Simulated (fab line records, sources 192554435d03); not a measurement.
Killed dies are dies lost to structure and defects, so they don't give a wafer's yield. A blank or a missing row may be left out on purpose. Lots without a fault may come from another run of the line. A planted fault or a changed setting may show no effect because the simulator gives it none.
Chamber matching | flow n5_finfet | N5_SD_EPI_N_LINER_46 on ald_sin-03: 4 sister chambers
The step material SiNx, target thk 3 nm. 16 wafers are shown with their chamber, then 8 later ones without.

WAFERS WITH THEIR CHAMBER
wafer  | chamber | heater_power_w (W)
L074.1 | 0       | 896
L074.2 | 3       | 856
L074.3 | 1       | 762
L078.3 | 2       | 885
L078.4 | 3       | 833
L078.6 | 3       | 836
L083.2 | 2       | 890
L083.5 | 0       | 882
L083.6 | 1       | 746
L084.1 | 3       | 843
L084.4 | 1       | 760
L084.5 | 3       | 840
L086.1 | 0       | 881
L086.4 | 2       | 909
L086.5 | 0       | 892
L087.3 | 3       | 847

SIGNATURES (means of the wafers above)
reading        | chamber 0 | chamber 1 | chamber 2 | chamber 3 | scatter within a chamber
heater_power_w | 887.75    | 756.00    | 894.67    | 842.50    | 9.03
Rule: a wafer's distance from a chamber is the root of the sum, over the readings, of the square of ((its reading less the chamber's mean) divided by the reading's scatter). The wafer belongs to the nearest chamber; if the next one is less than 2 further off, it can't be placed. The scatter: the root of (the sum of the squares of (reading less its chamber's mean) over the shown wafers, divided by (wafers less chambers)).

WAFERS WITHOUT THEIR CHAMBER
wafer  | heater_power_w (W)
L087.4 | 892
L087.6 | 848
L095.2 | 823
L095.3 | 890
L095.6 | 770
L097.1 | 836
L097.4 | 765
L097.6 | 908

WHICH CHAMBER EACH WENT THROUGH
wafer  | from the rows above     | in truth
L087.4 | can't be placed: 2 or 0 | 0
L087.6 | 3                       | 3
L095.2 | 3                       | 3
L095.3 | can't be placed: 0 or 2 | 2
L095.6 | 1                       | 1
L097.1 | 3                       | 3
L097.4 | 1                       | 1
L097.6 | can't be placed: 2 or 0 | 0
Placed correctly: 5 of 8. Can't be placed from these rows: 3 (the true chamber is among the candidates in 3). Placed wrongly: 0.
